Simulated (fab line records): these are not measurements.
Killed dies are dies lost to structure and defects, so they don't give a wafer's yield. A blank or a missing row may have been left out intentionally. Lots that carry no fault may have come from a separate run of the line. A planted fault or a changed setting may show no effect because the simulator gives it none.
Chamber matching | flow nandHarc | 4 sister chambers for NHARC_A_CHANNEL_HOLE_D1_ETCH_34 on rieDiel-07
The step etches the open film in CF4/CHF3, target depth 154 nm, time 77 s. 20 wafers are shown with their chamber, then 10 later ones without.

== EACH WAFER AND ITS CHAMBER ==
wafer  | chamber | showerheadPlenumPTorr (Torr) | drypumpMotorCurrentA (A) | rfVppV (V)
L891.1 | 0       | 1.56                         | 5.3                      | 369.7
L891.2 | 3       | 1.65                         | 5.5                      | 372.4
L891.3 | 2       | 1.55                         | 5.1                      | 369.5
L892.1 | 3       | 1.64                         | 5.5                      | 372.1
L892.2 | 0       | 1.56                         | 5.3                      | 368.6
L892.4 | 1       | 1.60                         | 5.8                      | 372.2
L893.3 | 2       | 1.55                         | 5.1                      | 369.5
L893.5 | 0       | 1.56                         | 5.3                      | 371.0
L893.6 | 3       | 1.65                         | 5.4                      | 373.2
L894.1 | 2       | 1.55                         | 5.1                      | 369.5
L894.2 | 1       | 1.60                         | 5.8                      | 370.3
L894.3 | 0       | 1.56                         | 5.3                      | 369.3
L897.1 | 2       | 1.55                         | 5.0                      | 370.0
L897.2 | 0       | 1.56                         | 5.3                      | 369.8
L897.4 | 1       | 1.60                         | 5.8                      | 372.1
L909.1 | 3       | 1.64                         | 5.4                      | 372.3
L909.5 | 3       | 1.64                         | 5.5                      | 373.6
L909.6 | 2       | 1.55                         | 5.1                      | 368.3
L910.1 | 2       | 1.55                         | 5.1                      | 368.6
L910.3 | 0       | 1.56                         | 5.3                      | 368.9

SIGNATURES (averages over the wafers above)
reading               | chamber 0 | chamber 1 | chamber 2 | chamber 3 | scatter within a chamber
showerheadPlenumPTorr | 1.5600    | 1.6000    | 1.5500    | 1.6440    | 0.00274
drypumpMotorCurrentA  | 5.300     | 5.800     | 5.083     | 5.460     | 0.0356
rfVppV                | 369.550   | 371.533   | 369.233   | 372.720   | 0.775
Rule: a wafer's distance from a chamber is the root of the sum, over the readings, of the square of ((its reading less the chamber's mean) divided by the reading's scatter). If the next closest chamber is less than 2 further off than the closest, the wafer can't be placed; otherwise it belongs to the closest. The scatter: take each reading less its chamber's mean, square it, sum over the shown wafers, divide by the number of wafers less the number of chambers, and take the root.

== WAFERS WITH NO CHAMBER GIVEN ==
wafer  | showerheadPlenumPTorr (Torr) | drypumpMotorCurrentA (A) | rfVppV (V)
L910.5 | 1.60                         | 5.8                      | 370.6
L911.3 | 1.55                         | 5.1                      | 369.2
L911.4 | 1.64                         | 5.4                      | 373.7
L911.5 | 1.64                         | 5.5                      | 373.3
L912.1 | 1.60                         | 5.8                      | 370.2
L912.4 | 1.64                         | 5.5                      | 374.3
L912.5 | 1.60                         | 5.9                      | 371.5
L914.1 | 1.64                         | 5.4                      | 374.2
L914.4 | 1.54                         | 5.0                      | 370.3
L914.5 | 1.55                         | 5.3                      | 370.6

== EACH ONE'S CHAMBER ==
wafer  | from the rows above | in truth
L910.5 | 1                   | 1
L911.3 | 2                   | 2
L911.4 | 3                   | 3
L911.5 | 3                   | 3
L912.1 | 1                   | 1
L912.4 | 3                   | 3
L912.5 | 1                   | 1
L914.1 | 3                   | 3
L914.4 | 2                   | 2
L914.5 | 0                   | 0
Placed correctly: 10 of 10. Not placeable from these rows: 0. Wrongly placed: 0.
